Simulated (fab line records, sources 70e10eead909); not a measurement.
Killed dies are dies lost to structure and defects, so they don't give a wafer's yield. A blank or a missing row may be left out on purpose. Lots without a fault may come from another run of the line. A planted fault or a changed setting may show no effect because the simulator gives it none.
fab line records | flow nand_harc
record lots=24 wafers=72 last_day=24
route steps=1159 shown A_WL_FILL@834 A_CONTACT@840
lots that met no fault: from a run of the same line without faults
start_h: hours from the record's first day to the start of the lot's first wafer shown | wait_h: hours since the lot's step before | " the same as in the row above | L1.1+2: a row that stands for several wafers | - no value, or no start given | * or withheld: withheld | < > ~ a bound
route shown NAME@n: a module of which the file shows steps, and the number in the route of the first | usual: mean/standard deviation of fault-free wafers | same: alike in all rows | chamber/n: place in a boat | sites: the reading at each site | _std_site: their standard deviation | _edge_site: outer sites' mean less inner sites' | radius_mm: how far each site lies from the wafer's centre | mask NAME#n: copy n | behind: the tool/chamber that last shaped the wafer | hold: why the lot was held/for how many hours/how that ended | device: the transistor (n, p or np) that didn't switch | end of line: the same wafers' tests at the end of the route | a step without rows: its recipe alone | killed: dies lost to structure and defects at the first sort, not the wafer's yield | map: a wafer's dies, x killed, . not, _ none there
set.NAME: the setting as run; set.NAME@STEP: as run at that earlier step | model.NAME: the simulator's own value behind a step, which no gauge read
steps of the route over a sample of lots; a table a step, a row a wafer
services: from which hour (start_h, from the record's first day; less than 0 if before it) a tool's chamber was out of use, for how many hours, and why
## steps
# step NHARC_A_WL_FILL_CMP_12
# recipe t_overpolish_s=30 target_thk_nm=75
# usual motor_current_A=11.9/1.1 overpolish_run_s=30.001/0.011 time_to_endpoint_s=14.7/2
# columns lot.wafer tool chamber start_h wait_h motor_current_A overpolish_run_s time_to_endpoint_s
L076.2 cmp-03 3 356.15 4.3 12.0 30.001 13.7
L076.1 " 1 " " 11.1 29.997 17.4
L076.6 " 2 " " 13.5 29.999 14.9
L074.3 cmp-01 2 360.18 2.9 11.5 30.010 13.5
L074.4 " 0 " " 12.4 30.001 15.5
L074.1 " 1 " " 12.9 29.989 19.9
L075.4 cmp-03 1 360.91 2.9 10.5 30.009 12.8
L075.3 " 0 " " 10.6 29.990 14.7
L075.5 " 2 " " 13.6 29.992 14.4
L077.4 cmp-01 0 370.05 2.2 12.5 29.993 10.2
L077.2 " 1 " " 12.5 30.015 14.9
L077.1 " 2 " " 11.2 29.992 13.9
L078.1 cmp-01 3 372.74 3.6 11.9 30.001 12.2
L078.3 " 1 " " 12.2 30.000 16.2
L078.6 " 2 " " 11.8 30.015 13.7
L080.1 cmp-01 0 395.17 3.7 11.7 29.997 12.0
L080.4 " 2 " " 11.2 29.988 13.8
L080.5 " 0 " " 12.6 30.002 14.5
L079.1 cmp-04 2 398.61 4.3 12.2 30.021 16.4
L079.3 " 3 " " 10.2 30.000 12.5
L079.5 " 1 " " 11.1 30.007 14.0
L081.3 cmp-01 0 401.67 2.9 12.2 30.006 14.7
L081.2 " 1 " " 12.4 29.997 18.1
L081.4 " 2 " " 11.0 29.998 15.7
L082.4 cmp-03 2 411.61 2.9 13.9 30.013 14.4
L082.2 " 3 " " 11.9 29.972 13.6
L082.1 " 1 " " 10.8 30.000 15.7
L083.1 cmp-01 0 411.86 4.3 12.7 30.006 13.7
L083.2 " 1 " " 12.6 29.987 16.7
L083.5 " 1 " " 12.1 30.007 14.0
L084.3 cmp-03 0 423.87 2.2 11.0 30.004 13.2
L084.4 " 1 " " 10.6 29.993 15.7
L084.5 " 2 " " 13.3 29.991 14.1
L087.2 cmp-04 3 428.76 4.4 10.5 29.994 15.1
L087.3 " 1 " " 11.5 30.023 17.7
L087.5 " 3 " " 10.1 30.021 15.2
L088.3 cmp-04 0 430.84 2.8 12.9 30.006 18.5
L088.2 " 1 " " 11.0 30.012 15.2
L088.4 " 3 " " 10.8 30.002 13.5
L086.3 cmp-03 1 442.21 2.2 10.4 29.987 15.5
L086.1 " 0 " " 10.8 29.992 14.6
L086.5 " 1 " " 10.9 29.997 16.6
L089.4 cmp-03 3 444.91 2.9 12.6 29.993 12.7
L089.6 " 0 " " 11.2 30.009 16.0
L089.5 " 1 " " 10.2 30.022 19.4
L085.3 cmp-03 0 446.61 3.0 10.4 29.997 16.1
L085.4 " 1 " " 10.2 29.999 17.5
L085.5 " 2 " " 13.8 30.007 12.3
L092.3 cmp-03 1 458.45 2.2 10.4 30.012 14.0
L092.2 " 0 " " 10.8 29.996 17.2
L092.6 " 1 " " 10.6 30.013 15.2
L091.2 cmp-03 0 462.70 3.6 10.9 30.011 17.5
L091.1 " 2 " " 14.2 30.021 13.7
L091.6 " 0 " " 10.7 29.999 15.6
L090.4 cmp-01 2 462.77 3.6 10.8 30.003 15.4
L090.2 " 0 " " 12.5 29.995 14.9
L090.6 " 1 " " 12.7 29.998 14.2
L093.1 cmp-03 2 475.51 3.6 14.3 30.020 14.4
L093.3 " 3 " " 13.0 30.012 12.4
L093.5 " 1 " " 10.3 29.997 16.6
L095.4 cmp-03 2 493.78 2.2 13.7 29.991 14.1
L095.1 " 0 " " 10.2 29.992 17.1
L095.6 " 3 " " 12.4 29.993 10.3
L097.1 cmp-03 0 496.83 3.6 11.1 30.017 16.2
L097.2 " 1 " " 10.6 30.001 17.9
L097.5 " 1 " " 10.8 29.992 16.5
L096.4 cmp-01 0 499.18 2.9 12.0 29.997 15.5
L096.3 " 2 " " 11.1 30.010 16.5
L096.5 " 0 " " 12.5 30.000 17.7
L094.4 cmp-01 1 501.22 2.2 11.9 30.008 17.9
L094.2 " 3 " " 11.6 30.001 12.5
L094.6 " 0 " " 11.9 30.004 14.8
# step NHARC_A_CONTACT_DEP_24
# recipe target_thk_a=5000 temp_c=400 pressure_torr=6.5 rf_w=900 teos_flow_sccm=161.4 flow_sccm=2650 target_thk_nm=500 gas=O2 material=SiO2
# usual chamber_pressure_Torr=6.499/0.015 heater_power_outer_w=283/61 heater_power_w=533/82 showerhead_vpp_V=1880/67 throttle_valve_pct=15.8/0.58
# columns lot.wafer tool chamber start_h wait_h chamber_pressure_Torr heater_power_outer_w heater_power_w showerhead_vpp_V throttle_valve_pct
L076.2 pecvd-02 0 356.72 0.1 6.493 255 472 1798 15.8
L076.1 " 1 " " 6.506 219 475 1825 15.3
L076.6 " 1 " " 6.504 239 495 1860 15.2
L074.3 pecvd-03 1 360.72 0.1 6.501 344 617 1902 14.9
L074.1 " 0 " " 6.502 373 630 1948 16.8
L074.4 " 0 " " 6.502 388 659 1969 17.1
L075.3 pecvd-03 2 361.47 0.1 6.528 222 466 1908 15.8
L075.4 " 2 " " 6.512 240 485 1930 15.7
L075.5 " 0 " " 6.499 310 550 1968 17.0
L077.1 pecvd-03 1 370.58 0.1 6.512 347 617 1927 14.6
L077.2 " 2 " " 6.510 256 504 1907 15.5
L077.4 " 1 " " 6.520 349 626 1931 14.8
L078.3 pecvd-02 1 373.25 0.1 6.502 201 440 1794 15.2
L078.1 " 2 " " 6.486 300 557 1812 15.8
L078.6 " 2 " " 6.505 323 585 1801 16.2
L080.1 pecvd-02 1 395.81 0.2 6.508 184 412 1871 15.4
L080.5 " 2 " " 6.500 278 502 1812 16.2
L080.4 " 1 " " 6.481 208 444 1825 15.1
L079.1 pecvd-02 1 399.14 0.1 6.494 221 464 1815 15.1
L079.3 " 2 " " 6.472 276 514 1817 16.1
L079.5 " 2 " " 6.475 310 555 1813 16.2
L081.2 pecvd-01 1 402.26 0.1 6.486 269 556 2004 16.1
L081.3 " 2 " " 6.523 299 583 1945 15.9
L081.4 " 0 " " 6.490 362 655 1946 16.3
L082.1 pecvd-02 2 412.14 0.1 6.506 328 579 1791 16.1
L082.2 " 0 " " 6.494 219 429 1764 15.8
L082.4 " 0 " " 6.508 242 454 1826 15.9
L083.2 pecvd-03 0 412.72 0.4 6.489 290 525 1968 16.9
L083.1 " 2 " " 6.494 187 411 1911 15.7
L083.5 " 2 " " 6.496 210 447 1885 15.9
L084.3 pecvd-03 0 424.45 0.2 6.495 400 641 1951 17.2
L084.4 " 2 " " 6.477 259 513 1882 15.7
L084.5 " 1 " " 6.516 233 472 1900 14.8
L087.2 pecvd-02 1 429.36 0.2 6.491 211 458 1842 15.3
L087.3 " 2 " " 6.497 380 663 1810 16.0
L087.5 " 0 " " 6.530 272 475 1823 15.7
L088.3 pecvd-03 1 431.46 0.1 6.505 319 565 1893 15.3
L088.2 " 2 " " 6.478 218 460 1922 16.0
L088.4 " 2 " " 6.495 235 477 1893 15.8
L086.1 pecvd-02 2 442.75 0.1 6.499 355 607 1821 16.1
L086.3 " 0 " " 6.492 261 482 1806 15.9
L086.5 " 2 " " 6.509 373 640 1785 16.3
L089.4 pecvd-03 1 445.55 0.2 6.492 320 582 1906 15.1
L089.5 " 2 " " 6.473 237 465 1863 15.8
L089.6 " 0 " " 6.471 367 626 1989 17.1
L085.3 pecvd-02 2 447.15 0.1 6.485 378 679 1828 16.1
L085.5 " 1 " " 6.506 224 469 1820 15.4
L085.4 " 0 " " 6.489 221 426 1802 16.0
L092.3 pecvd-03 2 459.04 0.1 6.498 201 440 1889 15.6
L092.2 " 0 " " 6.515 379 641 1961 16.9
L092.6 " 2 " " 6.519 226 457 1909 15.9
L091.2 pecvd-02 2 463.30 0.1 6.484 395 673 1797 16.1
L091.1 " 0 " " 6.496 249 469 1811 15.7
L091.6 " 2 " " 6.485 273 520 1806 16.5
L090.2 pecvd-01 2 463.39 0.2 6.493 219 446 1925 15.8
L090.6 " 2 " " 6.517 246 488 1933 16.2
L090.4 " 0 " " 6.466 386 676 1978 15.5
L093.1 pecvd-01 1 476.10 0.2 6.488 308 606 2029 15.8
L093.3 " 2 " " 6.498 234 491 1920 16.0
L093.5 " 0 " " 6.497 385 674 1945 15.3
L095.1 pecvd-02 1 494.40 0.1 6.488 267 522 1837 15.3
L095.4 " 1 " " 6.496 275 537 1822 15.5
L095.6 " 2 " " 6.489 380 674 1830 16.2
L097.2 pecvd-02 1 497.52 0.2 6.484 285 538 1831 15.3
L097.1 " 2 " " 6.499 304 534 1818 16.3
L097.5 " 0 " " 6.480 227 433 1819 15.6
L096.3 pecvd-01 0 499.71 0.1 6.493 355 626 1948 15.5
L096.4 " 1 " " 6.498 254 535 2024 15.8
L096.5 " 2 " " 6.512 272 533 1903 16.2
L094.2 pecvd-03 1 501.73 0.1 6.512 289 549 1912 14.8
L094.4 " 2 " " 6.493 234 463 1890 15.6
L094.6 " 0 " " 6.485 366 652 1981 16.7
# step NHARC_A_CONTACT_ETCH_118
# recipe source_w=withheld pressure_mtorr=20 bias_v=3000 time_s=94 target_depth_a=9220 ar_flow_sccm=withheld c4f8_flow_sccm=withheld o2_flow_sccm=withheld chemistry=C4F8/O2/Ar
# columns lot.wafer tool chamber start_h wait_h rf_hours_counter_h
L076.2 har_cap_etch-03 0 367.05 0.1 76
L076.1 " 1 " " 76
L076.6 " 0 " " -
L074.1 har_cap_etch-03 1 372.20 0.1 77
L074.4 " 1 " " -
L074.3 " 0 " " -
L075.3 har_cap_etch-01 1 372.98 0.1 -
L075.4 " 0 " " -
L075.5 " 0 " " -
L077.1 har_cap_etch-02 0 377.66 0.1 10
L077.2 " 1 " " 10
L077.4 " 0 " " -
L078.1 har_cap_etch-02 0 381.79 0.1 11
L078.3 " 0 " " -
L078.6 " 1 " " -
L080.1 har_cap_etch-03 1 402.36 0.1 83
L080.4 " 0 " " -
L080.5 " 1 " " -
L079.1 har_cap_etch-02 0 404.91 0.1 14
L079.3 " 0 " " -
L079.5 " 1 " " -
L081.2 har_cap_etch-01 1 407.94 0.1 66
L081.3 " 0 " " -
L081.4 " 1 " " -
L082.2 har_cap_etch-03 1 417.97 0.1 86
L082.1 " 0 " " 86
L082.4 " 1 " " -
L083.1 har_cap_etch-02 0 418.94 0.1 17
L083.2 " 1 " " 17
L083.5 " 1 " " -
L084.3 har_cap_etch-01 0 430.15 0.1 -
L084.4 " 1 " " -
L084.5 " 1 " " -
L087.2 har_cap_etch-01 0 436.29 0.1 71
L087.3 " 0 " " -
L087.5 " 1 " " -
L088.2 har_cap_etch-03 0 439.55 0.1 90
L088.4 " 1 " " -
L088.3 " 0 " " -
L086.1 har_cap_etch-01 0 448.60 0.1 74
L086.3 " 1 " " -
L086.5 " 1 " " -
L089.4 har_cap_etch-03 0 451.54 0.1 -
L089.5 " 1 " " -
L089.6 " 0 " " -
L085.3 har_cap_etch-01 1 452.90 0.1 -
L085.4 " 0 " " -
L085.5 " 1 " " -
L092.2 har_cap_etch-01 1 464.61 0.1 78
L092.3 " 0 " " -
L092.6 " 1 " " -
L091.2 har_cap_etch-02 0 469.15 0.1 26
L091.1 " 1 " " 26
L091.6 " 0 " " -
L090.2 har_cap_etch-01 1 469.62 0.1 79
L090.4 " 1 " " -
L090.6 " 0 " " -
L093.1 har_cap_etch-02 1 482.00 0.1 28
L093.3 " 1 " " -
L093.5 " 0 " " -
L095.1 har_cap_etch-03 1 500.14 0.1 99
L095.4 " 1 " " -
L095.6 " 1 " " -
L097.1 har_cap_etch-02 1 503.31 0.1 31
L097.2 " 0 " " 31
L097.5 " 0 " " -
L096.3 har_cap_etch-01 0 505.48 0.1 -
L096.4 " 1 " " -
L096.5 " 0 " " -
L094.2 har_cap_etch-03 1 507.55 0.1 100
L094.4 " 0 " " -
L094.6 " 0 " " -
# step NHARC_A_CONTACT_ETCH_119
# recipe source_w=withheld pressure_mtorr=20 bias_v=3000 time_s=94 target_depth_a=9220 ar_flow_sccm=withheld c4f8_flow_sccm=withheld o2_flow_sccm=withheld chemistry=C4F8/O2/Ar
# columns lot.wafer tool chamber start_h wait_h rf_hours_counter_h
L076.2 har_cap_etch-03 0 367.17 0.1 76
L076.1 " 1 " " 76
L076.6 " 0 " " -
L074.1 har_cap_etch-03 1 372.29 0.1 78
L074.4 " 1 " " -
L074.3 " 0 " " -
L075.3 har_cap_etch-01 1 373.10 0.1 -
L075.4 " 0 " " -
L075.5 " 0 " " -
L077.1 har_cap_etch-02 0 377.75 0.1 10
L077.2 " 1 " " 10
L077.4 " 0 " " -
L078.1 har_cap_etch-02 0 381.88 0.1 11
L078.3 " 0 " " -
L078.6 " 1 " " -
L080.1 har_cap_etch-03 1 402.45 0.1 84
L080.4 " 0 " " -
L080.5 " 1 " " -
L079.1 har_cap_etch-02 0 405.00 0.1 14
L079.3 " 0 " " -
L079.5 " 1 " " -
L081.2 har_cap_etch-01 1 408.04 0.1 66
L081.3 " 0 " " -
L081.4 " 1 " " -
L082.2 har_cap_etch-03 1 418.06 0.1 86
L082.1 " 0 " " 86
L082.4 " 1 " " -
L083.1 har_cap_etch-02 0 419.03 0.1 17
L083.2 " 1 " " 17
L083.5 " 1 " " -
L084.3 har_cap_etch-01 0 430.24 0.1 -
L084.4 " 1 " " -
L084.5 " 1 " " -
L087.2 har_cap_etch-01 0 436.38 0.1 71
L087.3 " 0 " " -
L087.5 " 1 " " -
L088.2 har_cap_etch-03 0 439.67 0.1 90
L088.4 " 1 " " -
L088.3 " 0 " " -
L086.1 har_cap_etch-01 0 448.69 0.1 74
L086.3 " 1 " " -
L086.5 " 1 " " -
L089.4 har_cap_etch-03 0 451.66 0.1 -
L089.5 " 1 " " -
L089.6 " 0 " " -
L085.3 har_cap_etch-01 1 452.99 0.1 -
L085.4 " 0 " " -
L085.5 " 1 " " -
L092.2 har_cap_etch-01 1 464.71 0.1 78
L092.3 " 0 " " -
L092.6 " 1 " " -
L091.2 har_cap_etch-02 0 469.24 0.1 26
L091.1 " 1 " " 26
L091.6 " 0 " " -
L090.2 har_cap_etch-01 1 469.72 0.1 79
L090.4 " 1 " " -
L090.6 " 0 " " -
L093.1 har_cap_etch-02 1 482.09 0.1 28
L093.3 " 1 " " -
L093.5 " 0 " " -
L095.1 har_cap_etch-03 1 500.23 0.1 99
L095.4 " 1 " " -
L095.6 " 1 " " -
L097.1 har_cap_etch-02 1 503.40 0.1 31
L097.2 " 0 " " 31
L097.5 " 0 " " -
L096.3 har_cap_etch-01 0 505.57 0.1 -
L096.4 " 1 " " -
L096.5 " 0 " " -
L094.2 har_cap_etch-03 1 507.64 0.1 100
L094.4 " 0 " " -
L094.6 " 0 " " -
# step NHARC_A_CONTACT_DESCUM_74
# recipe time_s=3 o2_flow_sccm=200 ar_flow_sccm=0 bias_power_w=0 chemistry=O2
# usual drypump_motor_current_A=5.7/0.47 oes_product_au=0.995/0.01 rf_vpp_V=57.4/0.93 showerhead_plenum_p_Torr=1.85/0.077 throttle_valve_pct=11.312/0.009
# columns lot.wafer tool chamber start_h wait_h drypump_motor_current_A oes_product_au rf_hours_counter_h rf_vpp_V showerhead_plenum_p_Torr throttle_valve_pct
L076.2 rie_diel-05 2 374.28 0.5 6.6 0.998 5 58.1 1.82 11.316
L076.1 " 0 " " 5.8 1.004 5 55.3 1.79 11.313
L076.6 " 3 " " 5.7 0.983 - 59.0 1.99 11.308
L074.4 rie_diel-02 1 379.72 0.1 6.0 0.998 16 58.6 1.90 11.313
L074.3 " 3 " " 5.8 1.018 15 57.3 1.95 11.303
L074.1 " 0 " " 6.4 1.000 16 55.6 1.78 11.324
L075.4 rie_diel-05 3 381.24 0.1 5.6 0.979 7 58.7 1.99 11.315
L075.3 " 1 " " 5.2 0.987 7 57.0 1.80 11.311
L075.5 " 2 " " 6.7 0.988 - 57.3 1.82 11.325
L077.4 rie_diel-05 0 384.19 0.1 5.8 1.008 9 57.8 1.79 11.303
L077.1 " 1 " " 5.2 0.985 8 57.3 1.80 11.311
L077.2 " 3 " " 5.7 0.964 9 57.7 1.99 11.314
L078.1 rie_diel-13 0 387.14 0.1 5.1 1.009 38 57.8 1.81 11.322
L078.3 " 2 " " 5.7 0.998 37 57.8 1.83 11.307
L078.6 " 1 " " 5.6 1.003 - 55.6 1.91 11.316
L080.4 rie_diel-05 1 410.11 0.1 5.2 0.992 13 56.8 1.79 11.309
L080.1 " 2 " " 6.6 0.995 13 57.8 1.81 11.309
L080.5 " 2 " " 6.7 0.999 - 57.0 1.81 11.299
L079.3 rie_diel-05 0 410.27 0.1 5.9 0.992 14 57.5 1.78 11.306
L079.1 " 2 " " 6.6 0.998 13 57.9 1.81 11.307
L079.5 " 0 " " 5.8 0.990 - 56.7 1.79 11.308
L081.4 rie_diel-05 1 412.71 0.1 5.2 1.004 14 58.7 1.79 11.311
L081.2 " 2 " " 6.6 0.996 14 58.2 1.81 11.324
L081.3 " 3 " " 5.7 0.990 15 57.2 1.99 11.326
L082.2 rie_diel-13 0 425.15 0.1 5.1 0.992 50 57.6 1.81 11.315
L082.1 " 1 " " 5.6 1.006 50 58.6 1.91 11.317
L082.4 " 3 " " 5.7 1.002 52 57.8 1.93 11.318
L083.2 rie_diel-13 1 425.66 0.1 5.6 0.995 50 56.3 1.91 11.319
L083.1 " 0 " " 5.1 0.995 50 58.7 1.81 11.313
L083.5 " 2 " " 5.7 0.986 - 56.2 1.82 11.314
L084.3 rie_diel-05 1 435.70 0.1 5.2 0.996 18 57.1 1.79 11.300
L084.4 " 3 " " 5.7 0.993 20 58.3 1.99 11.305
L084.5 " 1 " " 5.2 0.994 - 58.4 1.79 11.309
L087.3 rie_diel-05 0 441.26 0.1 5.8 1.008 21 56.4 1.78 11.318
L087.2 " 1 " " 5.2 1.015 19 57.9 1.79 11.318
L087.5 " 3 " " 5.7 0.993 - 56.9 1.99 11.300
L088.2 rie_diel-05 3 445.83 0.1 5.7 0.986 22 59.0 1.99 11.317
L088.4 " 1 " " 5.2 1.002 20 58.1 1.79 11.313
L088.3 " 2 " " 6.6 0.987 20 57.7 1.81 11.306
L086.3 rie_diel-05 0 454.46 0.1 5.8 0.997 24 56.9 1.78 11.312
L086.1 " 2 " " 6.6 0.996 22 56.7 1.81 11.296
L086.5 " 0 " " 5.8 0.999 - 57.7 1.78 11.316
L089.4 rie_diel-05 0 456.69 0.1 5.8 1.008 25 56.6 1.78 11.315
L089.5 " 1 " " 5.2 1.007 - 56.9 1.79 11.307
L089.6 " 2 " " 6.7 1.000 - 58.1 1.81 11.310
L085.3 rie_diel-05 3 457.79 0.1 5.6 0.978 25 59.6 1.99 11.294
L085.4 " 1 " " 5.2 0.989 23 57.8 1.79 11.309
L085.5 " 0 " " 5.9 1.005 - 56.7 1.78 11.303
L092.2 rie_diel-05 1 470.65 0.1 5.2 0.995 25 57.6 1.79 11.300
L092.3 " 3 " " 5.6 0.971 28 58.0 1.98 11.303
L092.6 " 2 " " 6.7 0.987 - 57.6 1.81 11.316
L091.2 rie_diel-05 3 474.78 0.1 5.7 0.984 29 55.8 1.98 11.312
L091.1 " 0 " " 5.8 1.000 29 57.2 1.78 11.309
L091.6 " 1 " " 5.2 0.996 - 57.0 1.79 11.308
L090.2 rie_diel-05 1 476.55 0.1 5.2 0.990 27 58.4 1.79 11.331
L090.4 " 0 " " 5.8 0.994 29 56.8 1.78 11.302
L090.6 " 2 " " 6.6 0.988 - 58.2 1.81 11.326
L093.3 rie_diel-13 1 487.04 0.1 5.6 1.007 8 58.8 1.90 11.305
L093.1 " 3 " " 5.7 0.994 11 57.2 1.92 11.316
L093.5 " 2 " " 5.7 0.999 - 57.2 1.82 11.301
L095.1 rie_diel-13 2 506.23 0.2 5.7 0.984 18 56.5 1.81 11.309
L095.4 " 3 " " 5.7 0.979 18 57.5 1.92 11.327
L095.6 " 1 " " 5.6 1.005 - 57.1 1.90 11.325
L097.2 rie_diel-05 1 508.26 0.1 5.2 0.986 31 58.0 1.79 11.314
L097.1 " 2 " " 6.6 1.000 31 56.8 1.81 11.317
L097.5 " 3 " " 5.7 0.974 - 59.1 1.98 11.319
L096.4 rie_diel-13 1 510.39 0.1 5.6 1.003 19 56.4 1.90 11.306
L096.3 " 2 " " 5.7 0.982 20 57.8 1.81 11.307
L096.5 " 1 " " 5.6 1.006 - 56.6 1.90 11.327
L094.4 rie_diel-13 3 512.35 0.1 5.7 0.980 21 57.0 1.92 11.319
L094.2 " 0 " " 5.1 1.010 19 56.7 1.80 11.309
L094.6 " 1 " " 5.6 1.010 - 58.7 1.90 11.302
# step NHARC_A_CONTACT_ETCH_77
# recipe target_depth_a=726 time_s=36.3 cf4_flow_sccm=100 chf3_flow_sccm=30 ar_flow_sccm=0 rf_w=500 bias_w=200 chemistry=CF4/CHF3
# usual bias_w=200.0/0.56 drypump_motor_current_A=5.8/0.48 oes_product_au=0.933/0.021 rf_vpp_V=368.9/2.1 showerhead_plenum_p_Torr=1.52/0.059 throttle_valve_pct=16.803/0.0099
# columns lot.wafer tool chamber start_h wait_h bias_w drypump_motor_current_A oes_product_au rf_hours_counter_h rf_vpp_V showerhead_plenum_p_Torr throttle_valve_pct
L076.2 rie_diel-05 3 - - 200.9 5.7 0.906 6 373.9 1.63 16.790
L076.1 " 1 " " 200.2 5.2 0.917 5 367.1 1.48 16.802
L076.6 " 2 " " 199.7 6.7 0.916 - 368.5 1.50 16.796
L074.4 rie_diel-02 0 - - 200.6 6.4 0.977 16 367.1 1.47 16.810
L074.3 " 2 " " 200.8 5.4 0.959 15 372.2 1.64 16.798
L074.1 " 3 " " 198.8 5.9 0.996 15 372.1 1.60 16.820
L075.3 rie_diel-05 1 - - 200.7 5.2 0.971 7 367.0 1.48 16.793
L075.4 " 3 " " 200.2 5.7 0.944 7 371.7 1.63 16.813
L075.5 " 2 " " 199.6 6.6 0.953 - 368.8 1.50 16.815
L077.1 rie_diel-05 3 - - 199.8 5.6 0.956 9 372.1 1.63 16.803
L077.2 " 0 " " 199.1 5.8 0.967 9 368.5 1.47 16.796
L077.4 " 1 " " 199.9 5.2 0.954 9 369.2 1.48 16.807
L078.1 rie_diel-13 1 - - 200.5 5.6 0.920 39 372.3 1.57 16.804
L078.3 " 2 " " 199.4 5.6 0.912 37 368.8 1.51 16.792
L078.6 " 0 " " 200.1 5.1 0.922 - 368.4 1.49 16.797
L080.4 rie_diel-05 0 - - 199.1 5.9 0.917 14 367.9 1.47 16.797
L080.1 " 1 " " 200.2 5.2 0.908 13 367.5 1.48 16.793
L080.5 " 2 " " 200.0 6.6 0.915 - 368.8 1.50 16.803
L079.1 rie_diel-05 3 - - 199.9 5.6 0.912 15 370.5 1.63 16.796
L079.3 " 1 " " 199.8 5.2 0.919 14 369.1 1.48 16.795
L079.5 " 3 " " 200.8 5.7 0.919 - 372.5 1.63 16.806
L081.2 rie_diel-05 0 - - 199.6 5.9 0.922 15 367.2 1.47 16.820
L081.4 " 2 " " 199.5 6.7 0.922 14 368.6 1.50 16.805
L081.3 " 3 " " 199.9 5.7 0.908 15 371.8 1.63 16.819
L082.1 rie_diel-13 1 - - 200.1 5.6 0.944 50 369.8 1.57 16.795
L082.4 " 3 " " 199.1 5.7 0.933 52 370.2 1.58 16.803
L082.2 " 0 " " 200.8 5.1 0.930 50 366.9 1.49 16.812
L083.1 rie_diel-13 2 - - 200.0 5.7 0.945 53 367.6 1.50 16.794
L083.2 " 3 " " 199.6 5.7 0.966 52 371.5 1.58 16.796
L083.5 " 1 " " 200.1 5.6 0.946 - 369.4 1.57 16.799
L084.4 rie_diel-05 1 - - 199.2 5.2 0.951 18 367.5 1.48 16.812
L084.3 " 3 " " 200.7 5.7 0.958 20 372.1 1.63 16.799
L084.5 " 0 " " 199.9 5.8 0.955 - 365.8 1.47 16.816
L087.3 rie_diel-05 3 - - 200.8 5.7 0.923 21 373.5 1.63 16.794
L087.2 " 0 " " 198.5 5.8 0.923 21 365.5 1.47 16.789
L087.5 " 3 " " 199.1 5.7 0.916 - 372.7 1.63 16.831
L088.2 rie_diel-05 3 - - 200.1 5.7 0.948 23 371.3 1.63 16.781
L088.3 " 0 " " 200.7 5.9 0.962 22 365.3 1.47 16.806
L088.4 " 1 " " 199.7 5.2 0.977 20 366.8 1.48 16.795
L086.1 rie_diel-05 1 - - 200.6 5.2 0.959 22 368.6 1.48 16.806
L086.3 " 2 " " 199.7 6.7 0.962 22 368.9 1.49 16.798
L086.5 " 2 " " 200.4 6.7 0.963 - 367.2 1.49 16.806
L089.4 rie_diel-05 2 - - 199.0 6.7 0.920 23 369.3 1.49 16.798
L089.5 " 1 " " 199.7 5.2 0.934 - 367.2 1.48 16.809
L089.6 " 2 " " 199.6 6.7 0.912 - 368.5 1.49 16.831
L085.3 rie_diel-05 2 - - 199.9 6.6 0.920 23 366.5 1.49 16.797
L085.4 " 1 " " 199.7 5.2 0.924 24 367.7 1.48 16.797
L085.5 " 3 " " 199.8 5.7 0.914 - 371.9 1.63 16.817
L092.2 rie_diel-05 1 - - 199.8 5.2 0.925 25 367.2 1.48 16.818
L092.3 " 3 " " 200.4 5.7 0.911 28 372.0 1.63 16.818
L092.6 " 2 " " 200.7 6.7 0.926 - 367.6 1.49 16.805
L091.1 rie_diel-05 1 - - 200.9 5.2 0.914 26 367.2 1.48 16.801
L091.2 " 3 " " 199.2 5.7 0.911 29 372.5 1.63 16.796
L091.6 " 0 " " 200.2 5.9 0.917 - 367.3 1.47 16.802
L090.4 rie_diel-05 2 - - 199.8 6.7 0.926 26 367.6 1.49 16.791
L090.2 " 3 " " 200.5 5.6 0.915 29 372.2 1.63 16.803
L090.6 " 0 " " 200.1 5.9 0.942 - 368.0 1.47 16.811
L093.1 rie_diel-13 3 - - 200.0 5.8 0.909 11 371.0 1.58 16.798
L093.3 " 0 " " 199.1 5.1 0.938 10 367.0 1.49 16.798
L093.5 " 2 " " 200.3 5.7 0.928 - 367.9 1.50 16.810
L095.1 rie_diel-13 1 - - 199.9 5.6 0.933 17 369.7 1.56 16.795
L095.4 " 0 " " 199.4 5.1 0.941 17 366.8 1.49 16.793
L095.6 " 1 " " 200.0 5.6 0.939 - 370.8 1.56 16.812
L097.2 rie_diel-05 0 - - 200.2 5.8 0.937 35 367.6 1.47 16.804
L097.1 " 2 " " 200.2 6.7 0.923 31 367.3 1.49 16.795
L097.5 " 0 " " 199.6 5.8 0.936 - 367.9 1.47 16.793
L096.4 rie_diel-13 2 - - 200.6 5.7 0.909 21 365.8 1.50 16.787
L096.3 " 3 " " 199.8 5.7 0.908 20 370.5 1.58 16.793
L096.5 " 0 " " 200.0 5.1 0.934 - 367.5 1.48 16.807
L094.4 rie_diel-13 1 - - 199.8 5.6 0.934 20 369.7 1.56 16.788
L094.2 " 3 " " 200.1 5.7 0.906 21 371.0 1.58 16.799
L094.6 " 1 " " 199.9 5.6 0.934 - 369.2 1.56 16.802
## services
# columns tool chamber start_h hours kind
rie_diel-05 1 333.81 8.6 repair
pecvd-02 - 334.02 13.0 pm
cmp-04 - 336.60 1.8 repair
rie_diel-05 - 340.60 9.0 pm
cmp-04 - 341.21 2.8 repair
cmp-01 - 346.05 1.5 repair
pecvd-03 - 350.68 0.5 repair
cmp-03 - 352.11 4.0 pm
rie_diel-05 2 358.94 1.9 repair
pecvd-03 0 363.69 11.1 repair
cmp-01 - 375.63 4.0 pm
har_cap_etch-03 - 394.48 0.3 repair
har_cap_etch-01 - 396.31 0.3 repair
cmp-04 - 399.06 4.0 pm
har_cap_etch-02 - 401.84 1.0 repair
rie_diel-13 1 404.80 1.4 repair
pecvd-01 - 405.17 9.2 repair
pecvd-01 1 417.37 3.4 repair
pecvd-01 - 418.64 13.0 pm
cmp-03 - 450.28 4.0 pm
rie_diel-13 - 453.05 9.0 pm
cmp-01 - 458.87 0.5 repair
pecvd-03 - 473.03 13.0 pm
cmp-01 - 473.63 4.0 pm
## key
fault none
